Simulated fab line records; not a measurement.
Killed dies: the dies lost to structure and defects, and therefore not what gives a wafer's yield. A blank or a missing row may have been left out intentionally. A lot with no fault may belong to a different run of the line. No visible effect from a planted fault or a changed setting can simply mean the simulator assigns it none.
fab line records | flow nand_harc
[record] lots = 12 wafers = 36 last_day = 35
route steps=1302 shown A_STAIRCASE@766 END@1302
lots untouched by any fault: they come from a run of this same line in which no faults occurred
start_h: hours from the record's opening day to when the first of the lot's shown wafers began | wait_h: time in hours since the lot's previous step | " the same as in the row above | L1.1+2: a row that stands for several wafers | - no value, or no start given | * or withheld: withheld | < > ~ a bound
route shown NAME@n: a module of which the file shows steps, and the number in the route of the first | usual: average and standard deviation across the fault-free wafers | same: alike in all rows | chamber/n: place in a boat | sites: readings site by site | _std_site: standard deviation across them | _edge_site: outer sites' mean less inner sites' | radius_mm: for every site, how far away it sits from the centre of the wafer | mask NAME#n: copy n | behind: the tool/chamber that last shaped the wafer | hold: the reason the lot was held/the length of the hold in hours/how it ended | device: which transistor (n, p or np) failed to switch | end of line: tests of these same wafers at the route's end | where a step has no rows: the recipe by itself | killed: at the first sort, the dies lost to defects and structure; wafer yield is something else | map: dies across one wafer; x = killed, . = not, _ = none there
set.NAME: the setting the step ran with; set.NAME@STEP: the setting that earlier step ran with | model.NAME: the simulator's own value behind a step, which no gauge read
a sample of lots followed through the steps of the route, with each step as a table and each wafer as a row
services: a tool's chamber out of use, with start hour (start_h, from the record's first day; less than 0 if before it), hours out, and reason
[[steps]]
[step NHARC_A_STAIRCASE_DESCUM_252]
[recipe] time_s = 3 o2_flow_sccm = 200 ar_flow_sccm = 0 bias_power_w = 0 chemistry = O2
[usual] drypump_motor_current_A = 5.6/0.58 oes_product_au = 1.002/0.0078 rf_vpp_V = 57.7/0.9 showerhead_plenum_p_Torr = 1.89/0.085 throttle_valve_pct = 11.310/0.0091
// columns lot.wafer tool chamber start_h wait_h drypump_motor_current_A oes_product_au rf_hours_counter_h rf_vpp_V showerhead_plenum_p_Torr throttle_valve_pct
L865.3 rie_diel-10 2 367.48 - 6.0 0.999 33 58.5 1.80 11.313
L865.2 " 1 " " 5.2 1.016 38 57.5 1.85 11.311
L865.6 " 1 " " 5.2 1.015 - 56.4 1.85 11.328
L868.4 rie_diel-04 0 393.48 - 4.6 1.000 12 59.2 2.05 11.299
L868.3 " 3 " " 6.2 0.996 11 58.5 1.96 11.285
L868.6 " 1 " " 4.9 1.007 - 56.8 1.79 11.316
L867.1 rie_diel-07 1 394.25 - 5.7 1.011 38 56.5 1.87 11.307
L867.4 " 3 " " 6.1 1.003 35 56.7 1.84 11.292
L867.3 " 0 " " 6.5 0.999 37 57.4 2.03 11.306
L871.4 rie_diel-04 0 419.85 - 4.6 0.995 20 58.6 2.05 11.296
L871.5 " 0 " " 4.6 0.998 - 58.9 2.05 11.317
L871.6 " 1 " " 4.9 0.993 - 58.0 1.79 11.307
L872.2 rie_diel-10 1 441.52 - 5.2 0.996 2 56.8 1.84 11.311
L872.6 " 2 " " 5.9 1.017 - 57.5 1.80 11.300
L872.5 " 3 " " 5.5 0.996 - 57.0 1.84 11.301
L877.3 rie_diel-07 2 480.98 - 5.9 0.995 0 57.8 1.88 11.293
L877.4 " 0 " " 6.5 1.000 0 58.2 2.02 11.311
L877.5 " 3 " " 6.1 0.993 - 57.4 1.83 11.296
L880.1 rie_diel-04 3 511.97 - 6.2 0.992 52 57.5 1.94 11.316
L880.3 " 0 " " 4.6 0.994 50 58.6 2.04 11.315
L880.2 " 1 " " 4.9 0.993 48 56.0 1.78 11.326
L883.3 rie_diel-04 3 541.74 - 6.2 1.002 0 57.3 1.94 11.305
L883.1 " 1 " " 4.9 1.002 0 57.7 1.78 11.323
L883.6 " 3 " " 6.2 1.008 - 57.8 1.94 11.284
L885.4 rie_diel-04 3 559.24 - 6.2 1.001 5 56.0 1.94 11.317
L885.5 " 2 " " 5.7 0.997 - 58.2 1.85 11.318
L885.6 " 3 " " 6.2 0.997 - 58.0 1.94 11.301
L887.1 rie_diel-10 3 579.80 - 5.5 0.991 45 57.1 1.83 11.331
L887.2 " 0 " " 6.3 0.997 50 58.2 1.90 11.298
L887.3 " 2 " " 5.9 1.002 50 57.5 1.78 11.323
L886.2 rie_diel-10 3 583.90 - 5.6 1.000 45 56.5 1.83 11.318
L886.1 " 2 " " 6.0 1.005 51 57.6 1.78 11.300
L886.5 " 3 " " 5.6 1.011 - 57.2 1.83 11.322
L888.3 rie_diel-07 3 607.19 - 6.1 1.005 44 57.3 1.82 11.313
L888.2 " 2 " " 5.9 0.980 39 57.8 1.87 11.304
L888.5 " 0 " " 6.5 1.002 - 58.6 2.01 11.303
[step NHARC_A_STAIRCASE_ETCH_253]
[recipe] target_depth_a = 500 time_s = 20.2 ion_energy_ev = 400 c4f8_flow_sccm = 20 o2_flow_sccm = 10 ar_flow_sccm = withheld rf_w = 600 bias_w = 1000 chemistry = C4F8/O2
[usual] oes_product_au = 0.959/0.018 rf_vpp_V = 894/5.4
// columns lot.wafer tool chamber start_h wait_h oes_product_au rf_hours_counter_h rf_vpp_V
L865.2 rie_diel-10 1 367.58 0.1 0.970 38 893
L865.3 " 2 " " 0.964 33 888
L865.6 " 0 " " 0.956 - 897
L868.3 rie_diel-04 2 393.57 0.1 0.961 8 893
L868.4 " 1 " " 0.941 10 888
L868.6 " 3 " " 0.951 - 898
L867.3 rie_diel-07 1 394.34 0.1 0.962 38 895
L867.1 " 2 " " 0.958 35 895
L867.4 " 3 " " 0.980 35 893
L871.4 rie_diel-04 0 419.95 0.1 0.907 20 905
L871.5 " 1 " " 0.919 - 889
L871.6 " 2 " " 0.918 - 894
L872.2 rie_diel-10 0 441.59 0.1 0.970 2 895
L872.5 " 1 " " 0.978 - 891
L872.6 " 2 " " 0.972 - 888
L877.3 rie_diel-07 2 481.08 0.1 0.954 0 893
L877.4 " 3 " " 0.964 0 891
L877.5 " 0 " " 0.982 - 902
L880.3 rie_diel-04 1 512.05 0.1 0.969 48 887
L880.1 " 2 " " 0.959 52 893
L880.2 " 3 " " 0.956 52 898
L883.3 rie_diel-04 1 541.85 0.1 0.964 0 888
L883.1 " 3 " " 0.961 0 898
L883.6 " 3 " " 0.957 - 898
L885.4 rie_diel-04 3 559.32 0.1 0.975 5 899
L885.5 " 2 " " 0.959 - 892
L885.6 " 3 " " 0.970 - 898
L887.3 rie_diel-10 2 579.90 0.1 0.964 50 890
L887.1 " 3 " " 0.960 45 892
L887.2 " 0 " " 0.971 50 895
L886.1 rie_diel-10 0 584.01 0.1 0.960 50 896
L886.2 " 2 " " 0.947 51 888
L886.5 " 3 " " 0.951 - 892
L888.2 rie_diel-07 2 607.28 0.1 0.962 39 894
L888.3 " 3 " " 0.975 44 891
L888.5 " 3 " " 0.966 - 889
[step NHARC_A_STAIRCASE_ETCH_271]
[recipe] cf4_flow_sccm = 100 chf3_flow_sccm = 30 ar_flow_sccm = 0 rf_w = 500 bias_w = 200 chemistry = CF4/CHF3
[usual] drypump_motor_current_A = 5.7/0.52 oes_product_au = 0.956/0.021 rf_vpp_V = 369.8/2.3 showerhead_plenum_p_Torr = 1.55/0.06 throttle_valve_pct = 16.803/0.0089
// columns lot.wafer tool chamber start_h wait_h drypump_motor_current_A oes_product_au rf_hours_counter_h rf_vpp_V showerhead_plenum_p_Torr throttle_valve_pct
L865.2 rie_diel-04 1 371.32 0.1 4.9 0.962 2 366.7 1.48 16.805
L865.3 " 2 " " 5.8 0.952 1 370.8 1.54 16.803
L865.6 " 2 " " 5.8 0.954 - 369.6 1.54 16.795
L868.4 rie_diel-04 1 398.29 0.1 4.9 0.949 11 368.1 1.48 16.795
L868.3 " 3 " " 6.2 0.947 13 371.8 1.61 16.804
L868.6 " 0 " " 4.6 0.947 - 373.7 1.68 16.793
L867.1 rie_diel-07 0 399.98 0.1 6.5 0.959 39 373.9 1.66 16.802
L867.3 " 1 " " 5.7 0.956 40 369.6 1.54 16.809
L867.4 " 3 " " 6.1 0.990 39 369.1 1.52 16.815
L871.5 rie_diel-07 0 423.85 0.1 6.5 0.970 - 373.5 1.66 16.824
L871.4 " 1 " " 5.7 0.966 - 368.6 1.54 16.792
L871.6 " 2 " " 5.9 0.959 - 369.7 1.55 16.810
L872.2 rie_diel-07 1 446.95 0.1 5.7 0.960 55 369.6 1.54 16.790
L872.5 " 2 " " 5.9 0.950 - 370.0 1.55 16.797
L872.6 " 3 " " 6.1 0.977 - 367.2 1.51 16.810
L877.3 rie_diel-04 1 484.99 0.1 4.9 0.985 42 368.3 1.47 16.798
L877.4 " 3 " " 6.2 0.961 39 371.6 1.60 16.813
L877.5 " 1 " " 4.9 0.969 - 365.9 1.47 16.809
L880.2 rie_diel-04 3 516.18 0.1 6.2 0.931 52 371.1 1.60 16.808
L880.1 " 0 " " 4.6 0.917 50 373.4 1.67 16.797
L880.3 " 2 " " 5.7 0.932 52 369.9 1.53 16.787
L883.1 rie_diel-10 1 545.97 0.1 5.1 0.974 40 368.8 1.51 16.795
L883.3 " 3 " " 5.5 0.956 32 369.9 1.51 16.792
L883.6 " 0 " " 6.2 0.978 - 371.3 1.57 16.813
L885.4 rie_diel-10 0 563.21 0.1 6.3 0.978 44 369.8 1.56 16.810
L885.5 " 3 " " 5.6 0.974 - 368.9 1.51 16.785
L885.6 " 0 " " 6.3 0.975 - 369.8 1.56 16.810
L887.1 rie_diel-04 3 583.75 0.1 6.1 0.965 12 371.6 1.59 16.799
L887.3 " 1 " " 4.9 0.979 13 365.3 1.46 16.799
L887.2 " 2 " " 5.7 0.975 13 368.8 1.52 16.812
L886.2 rie_diel-07 0 589.20 0.1 6.5 0.991 25 373.8 1.65 16.806
L886.1 " 1 " " 5.7 0.985 28 369.4 1.53 16.803
L886.5 " 3 " " 6.1 0.970 - 367.5 1.50 16.796
L888.2 rie_diel-04 0 611.00 0.1 4.6 0.975 24 373.7 1.66 16.799
L888.3 " 2 " " 5.8 0.962 26 369.1 1.52 16.788
L888.5 " 1 " " 4.9 0.977 - 367.4 1.46 16.795
[step NHARC_A_STAIRCASE_DEP_280]
[recipe] target_thk_a = 300 target_thk_nm = 30 temp_c = 400 pressure_torr = 3.5 flow_sccm = 200 rf_w = 350 material = SiON
[usual] heater_power_w = 824/97 rf_fwd_power_W = 348.5/1.2 showerhead_vpp_V = 1188/86
// columns lot.wafer tool chamber start_h wait_h heater_power_w rf_fwd_power_W showerhead_vpp_V
L865.2 pecvd-02 0 383.48 1.3 1025 349.7 1217
L865.3 " 1 " " 738 348.6 1275
L865.6 " 0 " " 1006 349.1 1239
L868.3 pecvd-01 0 405.06 1.0 950 348.7 1071
L868.4 " 2 " " 749 347.5 1278
L868.6 " 0 " " 965 349.4 1031
L867.3 pecvd-02 2 405.39 1.0 738 346.9 1112
L867.1 " 1 " " 775 349.2 1267
L867.4 " 0 " " 986 349.8 1241
L871.5 pecvd-04 0 430.78 0.4 793 347.0 1180
L871.6 " 1 " " 686 351.6 1208
L871.4 " 2 " " 879 348.7 1133
L872.2 pecvd-01 2 454.64 1.3 666 347.7 1282
L872.5 " 1 " " 894 347.8 1241
L872.6 " 2 " " 669 348.0 1297
L877.3 pecvd-02 2 489.89 1.0 787 346.9 1092
L877.4 " 2 " " 811 348.8 1080
L877.5 " 0 " " 1015 348.5 1253
L880.2 pecvd-04 1 522.31 1.2 745 350.9 1197
L880.1 " 2 " " 876 349.4 1120
L880.3 " 0 " " 896 206.5 915
L883.1 pecvd-02 0 551.64 1.5 958 348.8 1250
L883.3 " 1 " " 784 347.7 1254
L883.6 " 0 " " 986 348.7 1240
L885.5 pecvd-02 1 568.07 0.4 780 349.8 1267
L885.4 " 2 " " 722 345.7 1085
L885.6 " 0 " " 953 349.6 1222
L887.1 pecvd-01 2 588.58 1.6 611 348.6 1291
L887.3 " 0 " " 893 347.6 1066
L887.2 " 1 " " 758 348.3 1243
L886.1 pecvd-01 2 599.02 1.6 713 348.1 1283
L886.2 " 1 " " 816 348.6 1256
L886.5 " 1 " " 813 349.6 1280
L888.3 pecvd-02 2 619.75 0.9 734 347.7 1081
L888.2 " 0 " " 1000 347.5 1238
L888.5 " 0 " " 1016 348.3 1252
[step NHARC_END_SORT_01]
[recipe] temp_c = 25
[usual] killed_at_array = 44/16 killed_at_other = 0.6/1.1 killed_at_periphery = 3.9/2.6 killed_dies = 48/16 killed_open = 3.1/1.9 killed_short = 2.4/1.8
[same] gross_dies = 677
// columns lot.wafer tool chamber start_h wait_h killed_at_array killed_at_other killed_at_periphery killed_dies killed_open killed_short
L880.1 prober-01 0 704.10 2.5 32 1 8 41 3 2
L880.2 prober-01 0 704.90 2.8 36 0 6 42 2 1
L880.3 prober-01 0 705.71 3.1 25 0 3 28 0 0
// killed by level:class
L880.1 A_SLIT:chamber_film_flake=18 A_CHANNEL_HOLE_D1:chamber_film_flake=6 P_CONTACT:chamber_film_flake=4 A_M0:geometric_particle:open=2 A_CONTACT:chamber_film_flake=2 P_CONTACT:geometric_particle:open=1 P_M1:geometric_particle:short=1 A_CHANNEL_FILL_D1:geometric_particle:short=1
L880.2 A_SLIT:chamber_film_flake=22 P_CONTACT:chamber_film_flake=6 A_CHANNEL_HOLE_D1:chamber_film_flake=4 A_CONTACT:chamber_film_flake=3 A_STAIRCASE:chamber_film_flake=2 A_SOURCE_PLATE:geometric_particle:open=1 A_ONON_D2:geometric_particle:short=1 A_SGD_CUT:geometric_particle:open=1
L880.3 A_SLIT:chamber_film_flake=13 A_CHANNEL_FILL_D2:chamber_film_flake=4 A_CHANNEL_HOLE_D1:chamber_film_flake=3 A_DECK1_JOINT:chamber_film_flake=2 P_CONTACT:chamber_film_flake=2 P_STI:chamber_film_flake=1 A_ZERO_WELL:chamber_film_flake=1 A_STAIRCASE:chamber_film_flake=1
[[services]]
// columns tool chamber start_h hours kind
rie_diel-10 2 348.90 2.8 repair
rie_diel-04 - 355.41 9.0 pm
rie_diel-04 0 355.41 9.0 vent_cycle
rie_diel-07 0 364.85 8.3 repair
pecvd-02 - 367.98 1.9 repair
rie_diel-10 0 379.77 7.1 repair
pecvd-02 - 408.09 13.0 pm
rie_diel-07 1 408.63 3.9 repair
rie_diel-07 3 411.93 19.5 repair
rie_diel-10 - 419.56 9.0 pm
pecvd-04 - 431.62 0.8 repair
pecvd-04 - 450.68 13.0 pm
pecvd-04 - 465.44 0.2 repair
rie_diel-07 - 468.92 0.6 repair
rie_diel-07 - 471.23 9.0 pm
rie_diel-04 0 488.14 4.4 repair
pecvd-01 - 492.25 13.0 pm
rie_diel-04 1 492.65 4.0 repair
pecvd-01 - 522.38 0.6 repair
rie_diel-04 - 532.41 9.0 pm
rie_diel-07 - 550.42 0.9 repair
rie_diel-07 0 562.55 12.0 repair
pecvd-02 - 589.14 13.0 pm
rie_diel-10 - 596.59 9.0 pm
[[key]]
[first_sign] step = NHARC_A_STAIRCASE_DEP_280 reading = rf_fwd_power_W direction = down sigmas = 99+ usual = * struck = *
[effect] step = NHARC_A_STAIRCASE_DEP_280 reading = showerhead_vpp_V direction = down sigmas = 3.2 usual = 1188 struck = 915
met_at NHARC_A_STAIRCASE_DEP_280
struck_lots L880
struck_wafers L880.3
tester_left_out L880
not_acting_at NHARC_A_STAIRCASE_DESCUM_252,NHARC_A_STAIRCASE_ETCH_253,NHARC_A_STAIRCASE_ETCH_271
onset_between 430.78 522.31
[fault] kind = process_parameter_drift tool = pecvd-04 chamber = 0 onset_h = 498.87 steps = NHARC_A_STAIRCASE_DEP_280 channel = rf_w offset = * shape = step end_h = 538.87 acts_in = * stated = *
// tester_left_out: of these lots the tester's yield and bins aren't shown, on N5 and GAA mostly nor the transistor test; their killed dies are dies lost to structure and defects alone, not to doping, threshold or leakage, so they don't give the yield
